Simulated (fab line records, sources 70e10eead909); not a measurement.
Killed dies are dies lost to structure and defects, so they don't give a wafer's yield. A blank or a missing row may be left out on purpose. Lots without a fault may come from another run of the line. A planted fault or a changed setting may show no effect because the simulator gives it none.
fab line records | flow nand_harc
record lots=24 wafers=72 last_day=33
route steps=1302 shown A_CONTACT@997
lots that met no fault: from a run of the same line without faults
start_h: hours from the record's first day to the start of the lot's first wafer shown | wait_h: hours since the lot's step before | " the same as in the row above | L1.1+2: a row that stands for several wafers | - no value, or no start given | * or withheld: withheld | < > ~ a bound
route shown NAME@n: a module of which the file shows steps, and the number in the route of the first | usual: mean/standard deviation of fault-free wafers | same: alike in all rows | chamber/n: place in a boat | sites: the reading at each site | _std_site: their standard deviation | _edge_site: outer sites' mean less inner sites' | radius_mm: how far each site lies from the wafer's centre | mask NAME#n: copy n | behind: the tool/chamber that last shaped the wafer | hold: why the lot was held/for how many hours/how that ended | device: the transistor (n, p or np) that didn't switch | end of line: the same wafers' tests at the end of the route | a step without rows: its recipe alone | killed: dies lost to structure and defects at the first sort, not the wafer's yield | map: a wafer's dies, x killed, . not, _ none there
set.NAME: the setting as run; set.NAME@STEP: as run at that earlier step | model.NAME: the simulator's own value behind a step, which no gauge read
steps of the route over a sample of lots; a table a step, a row a wafer
services: from which hour (start_h, from the record's first day; less than 0 if before it) a tool's chamber was out of use, for how many hours, and why
## steps
# step NHARC_A_CONTACT_CD_MEAS_42
# recipe target_cd_nm=300 landing_energy_ev=500
# usual cd_nm=299.9/0.59
# same landing_energy_ev=500
# columns lot.wafer tool chamber start_h wait_h cd_nm
L074.2 cd_sem-02 0 485.18 - 300.2
L074.5 " 0 " " 300.8
L074.6 " 0 " " 300.8
L075.1 cd_sem-02 0 514.26 - 300.3
L075.2 " 0 " " 300.2
L075.5 " 0 " " 300.0
L078.1 cd_sem-03 0 523.54 - 299.6
L078.2 " 0 " " 298.8
L078.5 " 0 " " 299.7
L076.1 cd_sem-01 0 523.78 - 299.6
L076.4 " 0 " " 299.2
L076.6 " 0 " " 299.5
L077.4 cd_sem-03 0 532.90 - 300.6
L077.5 " 0 " " 299.4
L077.6 " 0 " " 299.8
L079.2 cd_sem-03 0 543.49 - 299.5
L079.3 " 0 " " 299.2
L079.6 " 0 " " 298.5
L080.1 cd_sem-02 0 561.12 - 300.6
L080.4 " 0 " " 300.3
L080.6 " 0 " " 300.4
L082.1 cd_sem-03 0 566.38 - 300.5
L082.2 " 0 " " 300.6
L082.4 " 0 " " 300.0
L081.1 cd_sem-03 0 567.22 - 300.9
L081.3 " 0 " " 301.3
L081.5 " 0 " " 300.7
L084.3 cd_sem-02 0 582.93 - 300.0
L084.5 " 0 " " 299.6
L084.6 " 0 " " 300.1
L083.2 cd_sem-01 0 587.85 - 299.3
L083.3 " 0 " " 299.8
L083.5 " 0 " " 299.4
L086.1 cd_sem-01 0 603.16 - 299.5
L086.3 " 0 " " 300.3
L086.6 " 0 " " 299.8
L087.2 cd_sem-02 0 610.02 - 299.0
L087.3 " 0 " " 299.9
L087.5 " 0 " " 298.9
L085.2 cd_sem-03 0 610.31 - 299.7
L085.3 " 0 " " 300.3
L085.5 " 0 " " 300.5
L088.2 cd_sem-03 0 616.36 - 299.8
L088.3 " 0 " " 301.1
L088.6 " 0 " " 300.2
L089.2 cd_sem-01 0 626.49 - 299.5
L089.3 " 0 " " 300.3
L089.4 " 0 " " 299.8
L090.3 cd_sem-01 0 641.08 - 299.1
L090.4 " 0 " " 299.3
L090.5 " 0 " " 301.0
L091.2 cd_sem-03 0 657.42 - 299.9
L091.5 " 0 " " 300.5
L091.6 " 0 " " 300.4
L092.1 cd_sem-02 0 670.83 - 299.1
L092.4 " 0 " " 298.8
L092.5 " 0 " " 299.5
L093.1 cd_sem-02 0 691.86 - 299.4
L093.5 " 0 " " 299.7
L093.6 " 0 " " 299.0
L095.3 cd_sem-03 0 697.64 - 299.8
L095.4 " 0 " " 300.1
L095.5 " 0 " " 300.1
L094.2 cd_sem-02 0 697.94 - 300.3
L094.3 " 0 " " 300.0
L094.5 " 0 " " 300.5
L096.1 cd_sem-01 0 701.79 - 300.5
L096.3 " 0 " " 301.2
L096.5 " 0 " " 300.4
L097.2 cd_sem-03 0 710.42 - 299.7
L097.4 " 0 " " 300.1
L097.6 " 0 " " 299.4
# step NHARC_A_CONTACT_ETCH_116
# recipe source_w=withheld pressure_mtorr=20 bias_v=3000 time_s=190 target_depth_a=18500 ar_flow_sccm=withheld c4f8_flow_sccm=withheld o2_flow_sccm=withheld chemistry=C4F8/O2/Ar
# columns lot.wafer tool chamber start_h wait_h rf_hours_counter_h
L074.2 har_cap_etch-02 0 488.11 0.1 83
L074.6 " 1 " " -
L074.5 " 0 " " -
L075.1 har_cap_etch-01 1 517.15 0.1 1
L075.2 " 0 " " 1
L075.5 " 0 " " -
L078.1 har_cap_etch-02 0 526.44 0.1 88
L078.2 " 1 " " 88
L078.5 " 1 " " -
L076.1 har_cap_etch-03 1 526.67 0.1 45
L076.4 " 0 " " -
L076.6 " 0 " " -
L077.4 har_cap_etch-02 0 535.85 0.1 -
L077.6 " 0 " " -
L077.5 " 1 " " -
L079.2 har_cap_etch-02 0 546.39 0.1 93
L079.3 " 0 " " -
L079.6 " 1 " " -
L080.1 har_cap_etch-02 1 564.01 0.1 96
L080.4 " 1 " " -
L080.6 " 0 " " -
L082.1 har_cap_etch-01 0 569.27 0.1 11
L082.2 " 1 " " 11
L082.4 " 1 " " -
L081.1 har_cap_etch-03 1 570.11 0.1 53
L081.3 " 1 " " -
L081.5 " 1 " " -
L084.3 har_cap_etch-02 0 586.26 0.1 -
L084.5 " 0 " " -
L084.6 " 1 " " -
L083.2 har_cap_etch-01 0 590.82 0.1 16
L083.3 " 1 " " -
L083.5 " 0 " " -
L086.1 har_cap_etch-03 1 606.44 0.1 60
L086.3 " 1 " " -
L086.6 " 0 " " -
L087.2 har_cap_etch-02 0 613.34 0.1 105
L087.3 " 0 " " -
L087.5 " 0 " " -
L085.2 har_cap_etch-03 1 613.60 0.1 63
L085.3 " 0 " " -
L085.5 " 0 " " -
L088.2 har_cap_etch-02 1 619.65 0.1 108
L088.3 " 0 " " -
L088.6 " 1 " " -
L089.2 har_cap_etch-03 1 629.37 0.1 67
L089.3 " 1 " " -
L089.4 " 0 " " -
L090.4 har_cap_etch-03 0 644.04 0.1 -
L090.3 " 1 " " -
L090.5 " 0 " " -
L091.2 har_cap_etch-03 0 660.31 0.1 73
L091.6 " 0 " " -
L091.5 " 1 " " -
L092.1 har_cap_etch-03 1 673.77 0.2 75
L092.4 " 0 " " -
L092.5 " 0 " " -
L093.1 har_cap_etch-01 0 694.92 0.1 33
L093.6 " 1 " " -
L093.5 " 0 " " -
L094.2 har_cap_etch-03 1 700.86 0.1 79
L094.3 " 0 " " -
L094.5 " 0 " " -
L095.4 har_cap_etch-02 0 700.91 0.2 -
L095.3 " 1 " " -
L095.5 " 0 " " -
L096.1 har_cap_etch-01 1 704.68 0.1 35
L096.3 " 1 " " -
L096.5 " 0 " " -
L097.2 har_cap_etch-01 1 713.34 0.1 38
L097.4 " 1 " " -
L097.6 " 0 " " -
# step NHARC_A_CONTACT_ETCH_132
# recipe source_w=withheld pressure_mtorr=20 bias_v=3000 time_s=197 target_depth_a=19240 ar_flow_sccm=withheld c4f8_flow_sccm=withheld o2_flow_sccm=withheld chemistry=C4F8/O2/Ar
# columns lot.wafer tool chamber start_h wait_h rf_hours_counter_h
L074.2 har_cap_etch-02 1 500.95 0.1 85
L074.6 " 0 " " -
L074.5 " 1 " " -
L075.2 har_cap_etch-01 1 527.65 0.1 4
L075.1 " 0 " " 4
L075.5 " 1 " " -
L078.1 har_cap_etch-03 0 539.96 0.1 48
L078.2 " 1 " " 48
L078.5 " 0 " " -
L076.1 har_cap_etch-01 0 540.01 0.1 7
L076.4 " 1 " " -
L076.6 " 1 " " -
L077.4 har_cap_etch-03 1 548.01 0.1 -
L077.5 " 1 " " -
L077.6 " 0 " " -
L079.2 har_cap_etch-01 1 556.99 0.1 10
L079.3 " 0 " " -
L079.6 " 0 " " -
L080.1 har_cap_etch-02 0 575.63 0.1 99
L080.4 " 0 " " -
L080.6 " 0 " " -
L082.2 har_cap_etch-01 0 579.83 0.1 14
L082.1 " 1 " " 14
L082.4 " 1 " " -
L081.1 har_cap_etch-03 0 583.26 0.1 56
L081.3 " 1 " " -
L081.5 " 1 " " -
L084.3 har_cap_etch-03 1 597.08 0.1 -
L084.6 " 1 " " -
L084.5 " 0 " " -
L083.2 har_cap_etch-01 0 601.47 0.1 19
L083.3 " 0 " " -
L083.5 " 1 " " -
L086.1 har_cap_etch-01 0 617.60 0.1 22
L086.3 " 1 " " -
L086.6 " 1 " " -
L087.2 har_cap_etch-03 1 626.71 0.1 66
L087.3 " 0 " " -
L087.5 " 1 " " -
L085.2 har_cap_etch-01 0 626.75 0.1 24
L085.3 " 0 " " -
L085.5 " 1 " " -
L088.2 har_cap_etch-01 1 634.72 0.1 26
L088.3 " 0 " " -
L088.6 " 0 " " -
L089.2 har_cap_etch-01 1 641.06 0.1 28
L089.3 " 0 " " -
L089.4 " 1 " " -
L090.3 har_cap_etch-02 0 654.35 0.1 -
L090.4 " 1 " " -
L090.5 " 1 " " -
L091.2 har_cap_etch-02 0 672.58 0.1 116
L091.5 " 0 " " -
L091.6 " 1 " " -
L092.1 har_cap_etch-02 0 684.87 0.1 118
L092.4 " 1 " " -
L092.5 " 1 " " -
L093.1 har_cap_etch-03 0 705.40 0.1 81
L093.5 " 0 " " -
L093.6 " 1 " " -
L094.2 har_cap_etch-02 0 712.18 0.2 122
L094.3 " 0 " " -
L094.5 " 0 " " -
L095.4 har_cap_etch-03 1 712.73 0.1 -
L095.3 " 0 " " -
L095.5 " 1 " " -
L096.1 har_cap_etch-03 1 717.80 0.1 85
L096.3 " 0 " " -
L096.5 " 0 " " -
L097.2 har_cap_etch-03 0 724.06 0.1 87
L097.4 " 0 " " -
L097.6 " 1 " " -
# step NHARC_A_CONTACT_CD_MEAS_80
# usual cd_nm=289.5/0.81
# columns lot.wafer tool chamber start_h wait_h cd_nm
L074.2 cd_sem-03 - 502.10 - 289.9
L074.5 " - " " 289.5
L074.6 " - " " 290.5
L075.1 cd_sem-03 - 528.85 - 287.8
L075.2 " - " " 287.7
L075.5 " - " " 287.1
L078.1 cd_sem-01 - 541.14 - 290.6
L078.2 " - " " 290.8
L078.5 " - " " 290.4
L076.1 cd_sem-03 - 541.17 - 290.1
L076.4 " - " " 289.8
L076.6 " - " " 290.1
L077.4 cd_sem-01 - 549.15 - 289.4
L077.5 " - " " 288.7
L077.6 " - " " 289.0
L079.2 cd_sem-01 - 558.18 - 289.2
L079.3 " - " " 288.6
L079.6 " - " " 289.4
L080.1 cd_sem-03 - 576.80 - 288.8
L080.4 " - " " 289.4
L080.6 " - " " 289.0
L082.1 cd_sem-03 - 581.20 - 290.1
L082.2 " - " " 290.6
L082.4 " - " " 290.2
L081.1 cd_sem-02 - 584.44 - 289.3
L081.3 " - " " 289.0
L081.5 " - " " 289.0
L084.3 cd_sem-02 - 598.25 - 289.8
L084.5 " - " " 290.1
L084.6 " - " " 290.2
L083.2 cd_sem-02 - 602.65 - 290.2
L083.3 " - " " 290.4
L083.5 " - " " 290.1
L086.1 cd_sem-03 - 618.75 - 289.4
L086.3 " - " " 289.2
L086.6 " - " " 288.9
L087.2 cd_sem-01 - 627.92 - 289.8
L087.3 " - " " 288.9
L087.5 " - " " 289.3
L085.2 cd_sem-03 - 627.97 - 290.4
L085.3 " - " " 291.0
L085.5 " - " " 290.2
L088.2 cd_sem-01 - 635.91 - 289.2
L088.3 " - " " 289.4
L088.6 " - " " 289.1
L089.2 cd_sem-03 - 642.34 - 288.7
L089.3 " - " " 288.4
L089.4 " - " " 288.3
L090.3 cd_sem-02 - 655.48 - 290.5
L090.4 " - " " 290.1
L090.5 " - " " 290.3
L091.2 cd_sem-01 - 673.76 - 289.9
L091.5 " - " " 290.5
L091.6 " - " " 290.2
L092.1 cd_sem-01 - 686.08 - 289.2
L092.4 " - " " 289.2
L092.5 " - " " 290.1
L093.1 cd_sem-01 - 706.59 - 287.7
L093.5 " - " " 288.0
L093.6 " - " " 288.0
L094.2 cd_sem-02 - 713.45 - 289.8
L094.3 " - " " 290.0
L094.5 " - " " 289.7
L095.3 cd_sem-03 - 713.86 - 289.5
L095.4 " - " " 289.6
L095.5 " - " " 289.6
L096.1 cd_sem-03 - 719.40 - 289.1
L096.3 " - " " 289.4
L096.5 " - " " 289.1
L097.2 cd_sem-01 - 725.22 - 290.2
L097.4 " - " " 290.6
L097.6 " - " " 289.8
# step NHARC_A_CONTACT_STRIP_82
# recipe o2_flow_sccm=500 ar_flow_sccm=0 bias_w=0 chemistry=O2
# usual drypump_motor_current_A=5.5/0.45 oes_product_au=1.001/0.0082 rf_vpp_V=57.7/0.87 showerhead_plenum_p_Torr=3.52/0.13 throttle_valve_pct=17.036/0.0089
# columns lot.wafer tool chamber start_h wait_h drypump_motor_current_A oes_product_au rf_hours_counter_h rf_vpp_V showerhead_plenum_p_Torr throttle_valve_pct
L074.2 rie_diel-05 0 - - 5.5 1.014 16 56.7 3.46 17.029
L074.6 " 2 " " 5.8 1.011 - 56.5 3.52 17.033
L074.5 " 3 " " 4.9 1.015 - 59.6 3.41 17.031
L075.2 rie_diel-05 2 - - 5.8 0.993 20 56.7 3.52 17.050
L075.1 " 0 " " 5.5 1.009 20 58.6 3.45 17.037
L075.5 " 2 " " 5.8 0.989 - 58.6 3.52 17.037
L078.2 rie_diel-10 1 - - 6.5 1.012 41 56.6 3.35 17.027
L078.1 " 2 " " 6.1 0.998 44 59.3 3.75 17.038
L078.5 " 0 " " 5.6 1.003 - 56.1 3.53 17.024
L076.1 rie_diel-05 0 - - 5.5 1.015 22 56.9 3.45 17.042
L076.4 " 1 " " 5.5 1.002 23 58.1 3.69 17.041
L076.6 " 0 " " 5.5 1.014 - 58.5 3.45 17.049
L077.4 rie_diel-05 2 - - 5.7 1.017 25 57.9 3.52 17.033
L077.5 " 2 " " 5.7 0.995 - 57.8 3.52 17.037
L077.6 " 3 " " 4.9 1.015 - 58.3 3.41 17.027
L079.3 rie_diel-05 1 - - 5.5 1.004 26 58.8 3.69 17.039
L079.2 " 2 " " 5.8 0.999 26 58.5 3.52 17.041
L079.6 " 3 " " 4.9 1.006 - 58.0 3.41 17.026
L080.1 rie_diel-05 3 - - 4.9 1.006 21 55.9 3.40 17.041
L080.4 " 3 " " 4.9 1.004 - 59.4 3.40 17.044
L080.6 " 0 " " 5.5 1.013 - 57.9 3.45 17.030
L082.2 rie_diel-10 2 - - 6.1 1.003 60 58.5 3.74 17.040
L082.4 " 3 " " 4.7 0.994 61 56.8 3.53 17.045
L082.1 " 0 " " 5.5 1.007 47 58.3 3.52 17.041
L081.3 rie_diel-10 3 - - 4.7 1.002 62 59.4 3.53 17.027
L081.1 " 0 " " 5.6 1.001 48 56.7 3.52 17.023
L081.5 " 3 " " 4.6 0.997 - 58.5 3.53 17.047
L084.3 rie_diel-05 0 - - 5.5 1.011 33 57.4 3.45 17.037
L084.5 " 1 " " 5.5 0.994 - 59.8 3.69 17.046
L084.6 " 2 " " 5.8 0.996 - 57.2 3.51 17.040
L083.2 rie_diel-05 0 - - 5.5 1.016 33 57.2 3.45 17.033
L083.3 " 2 " " 5.8 1.001 33 58.2 3.51 17.027
L083.5 " 1 " " 5.5 0.990 - 58.1 3.69 17.033
L086.3 rie_diel-05 2 - - 5.8 0.999 0 56.8 3.51 17.023
L086.1 " 0 " " 5.5 0.989 0 56.6 3.45 17.048
L086.6 " 1 " " 5.5 0.993 - 58.0 3.68 17.042
L087.2 rie_diel-03 3 - - 5.4 1.017 62 58.1 3.33 17.026
L087.3 " 1 " " 6.2 1.011 56 59.7 3.78 17.031
L087.5 " 2 " " 5.3 1.006 - 57.2 3.62 17.023
L085.2 rie_diel-05 0 - - 5.5 0.995 2 57.1 3.44 17.040
L085.3 " 3 " " 4.9 0.999 2 56.4 3.40 17.042
L085.5 " 1 " " 5.5 1.008 - 58.8 3.68 17.047
L088.3 rie_diel-05 1 - - 5.5 0.998 4 59.7 3.68 17.031
L088.2 " 2 " " 5.8 0.998 4 58.3 3.51 17.033
L088.6 " 1 " " 5.5 0.995 - 57.6 3.68 17.036
L089.3 rie_diel-10 3 - - 4.6 1.008 12 57.2 3.52 17.041
L089.2 " 0 " " 5.6 1.003 12 58.2 3.51 17.036
L089.4 " 1 " " 6.4 1.002 12 56.2 3.34 17.050
L090.4 rie_diel-10 1 - - 6.4 1.000 15 56.8 3.33 17.033
L090.3 " 3 " " 4.7 1.005 15 58.0 3.51 17.034
L090.5 " 2 " " 6.2 0.997 - 57.8 3.73 17.040
L091.2 rie_diel-05 2 - - 5.8 0.996 10 58.3 3.50 17.045
L091.6 " 1 " " 5.5 0.996 - 57.6 3.68 17.036
L091.5 " 2 " " 5.8 0.985 - 56.4 3.50 17.033
L092.4 rie_diel-03 1 - - 6.2 1.006 15 57.5 3.77 17.034
L092.1 " 0 " " 6.3 0.997 10 56.1 3.36 17.023
L092.5 " 1 " " 6.2 0.990 - 58.8 3.76 17.054
L093.1 rie_diel-05 2 - - 5.8 0.996 16 57.9 3.50 17.037
L093.6 " 1 " " 5.5 1.001 - 56.7 3.68 17.026
L093.5 " 2 " " 5.8 0.992 - 58.4 3.50 17.038
L094.3 rie_diel-03 1 - - 6.2 0.984 22 58.9 3.76 17.044
L094.2 " 3 " " 5.3 0.992 17 55.9 3.32 17.066
L094.5 " 2 " " 5.2 0.980 - 58.9 3.61 17.027
L095.3 rie_diel-05 3 - - 5.0 1.002 17 56.7 3.39 17.041
L095.4 " 0 " " 5.5 0.990 16 58.3 3.44 17.034
L095.5 " 2 " " 5.8 0.991 - 57.2 3.50 17.036
L096.3 rie_diel-05 0 - - 5.5 0.997 18 57.6 3.44 17.037
L096.1 " 3 " " 4.9 1.011 18 57.0 3.39 17.052
L096.5 " 1 " " 5.5 1.001 - 58.0 3.67 17.030
L097.4 rie_diel-05 3 - - 4.9 0.997 20 58.3 3.39 17.022
L097.2 " 2 " " 5.8 1.005 21 57.1 3.50 17.035
L097.6 " 0 " " 5.5 0.999 - 57.5 3.43 17.030
# step NHARC_A_CONTACT_OVL_MEAS_09
# usual overlay_x_nm=0.3/0.93 overlay_y_nm=-0.2/0.8
# columns lot.wafer tool chamber start_h wait_h overlay_x_nm overlay_y_nm
L074.2 overlay-02 - 505.59 - 0.2 -1.3
L074.5 " - " " 0.8 -1.8
L074.6 " - " " 0.7 -1.5
L075.1 overlay-01 - 533.64 - -0.9 1.1
L075.2 " - " " -0.4 0.3
L075.5 " - " " -0.7 0.6
L078.1 overlay-02 - 546.66 - -1.5 0.8
L078.2 " - " " -1.6 0.9
L078.5 " - " " -2.0 0.4
L076.1 overlay-01 - 547.31 - 0.5 -0.1
L076.4 " - " " 0.4 0.8
L076.6 " - " " 0.1 -0.1
L077.4 overlay-02 - 552.77 - 0.0 -0.5
L077.5 " - " " 0.5 -1.2
L077.6 " - " " -0.1 -1.3
L079.2 overlay-02 - 561.74 - 1.7 0.0
L079.3 " - " " 2.1 0.2
L079.6 " - " " 1.8 0.3
L080.1 overlay-01 - 584.88 - 0.8 1.3
L080.4 " - " " 1.4 1.3
L080.6 " - " " 1.3 1.5
L082.1 overlay-02 - 586.58 - -0.3 -0.9
L082.2 " - " " -0.2 -0.1
L082.4 " - " " 0.0 -1.0
L081.1 overlay-02 - 590.05 - 0.8 -2.5
L081.3 " - " " 0.0 -1.5
L081.5 " - " " 0.7 -1.6
L084.3 overlay-01 - 602.59 - 0.1 -0.5
L084.5 " - " " -0.4 -0.5
L084.6 " - " " -0.3 -1.0
L083.2 overlay-01 - 606.25 - 1.2 0.1
L083.3 " - " " 1.2 0.5
L083.5 " - " " 1.4 -0.2
L086.1 overlay-01 - 626.83 - 1.3 -0.2
L086.3 " - " " 0.7 -0.7
L086.6 " - " " 0.7 -0.3
L087.2 overlay-01 - 634.35 - -1.0 0.0
L087.3 " - " " -0.9 -0.1
L087.5 " - " " -1.3 -0.1
L085.2 overlay-01 - 634.76 - 0.7 0.0
L085.3 " - " " 0.7 0.6
L085.5 " - " " 0.7 -0.2
L088.2 overlay-02 - 639.53 - 1.0 0.0
L088.3 " - " " 1.1 0.3
L088.6 " - " " 0.8 0.0
L089.2 overlay-01 - 647.77 - 0.8 -1.3
L089.3 " - " " 0.9 -1.3
L089.4 " - " " 0.9 -1.1
L090.3 overlay-02 - 660.67 - 0.8 1.4
L090.4 " - " " 1.3 1.4
L090.5 " - " " 1.0 1.2
L091.2 overlay-02 - 677.29 - -1.2 0.7
L091.5 " - " " -1.7 0.2
L091.6 " - " " -1.2 0.6
L092.1 overlay-02 - 692.47 - 1.1 0.3
L092.4 " - " " 1.0 0.7
L092.5 " - " " 0.5 0.3
L093.1 overlay-01 - 712.24 - 0.4 -1.2
L093.5 " - " " 0.1 -0.7
L093.6 " - " " 1.1 -1.3
L094.2 overlay-02 - 717.10 - -1.3 -1.5
L094.3 " - " " -1.1 -1.2
L094.5 " - " " -0.9 -0.8
L095.3 overlay-01 - 718.18 - -0.2 0.5
L095.4 " - " " -0.4 0.8
L095.5 " - " " -0.5 0.0
L096.1 overlay-02 - 723.67 - 0.4 0.0
L096.3 " - " " -0.1 -0.1
L096.5 " - " " 0.2 0.1
L097.2 overlay-02 - 729.93 - 1.1 -0.9
L097.4 " - " " 1.4 -0.3
L097.6 " - " " 1.2 -0.6
## services
# columns tool chamber start_h hours kind
rie_diel-05 3 465.92 15.2 repair
rie_diel-10 - 485.03 0.4 repair
rie_diel-05 0 487.25 - clean
rie_diel-05 1 487.25 - clean
rie_diel-05 2 487.25 - clean
rie_diel-05 3 487.25 - clean
har_cap_etch-01 - 497.06 17.0 pm
rie_diel-05 0 511.76 - clean
rie_diel-05 1 511.76 - clean
rie_diel-05 2 511.76 - clean
rie_diel-05 3 511.76 - clean
rie_diel-05 1 573.90 24.5 repair
har_cap_etch-01 - 594.01 2.2 repair
rie_diel-10 - 598.42 9.0 pm
rie_diel-05 - 606.25 9.0 pm
rie_diel-03 0 613.32 12.3 repair
rie_diel-03 - 638.93 9.0 pm
rie_diel-10 - 643.79 0.8 repair
rie_diel-05 - 659.51 10.5 repair
rie_diel-03 - 677.90 0.5 repair
har_cap_etch-01 - 682.50 2.5 repair
rie_diel-05 0 685.51 4.9 repair
rie_diel-10 2 687.34 5.2 repair
rie_diel-05 2 687.88 1.9 repair
## key
fault none
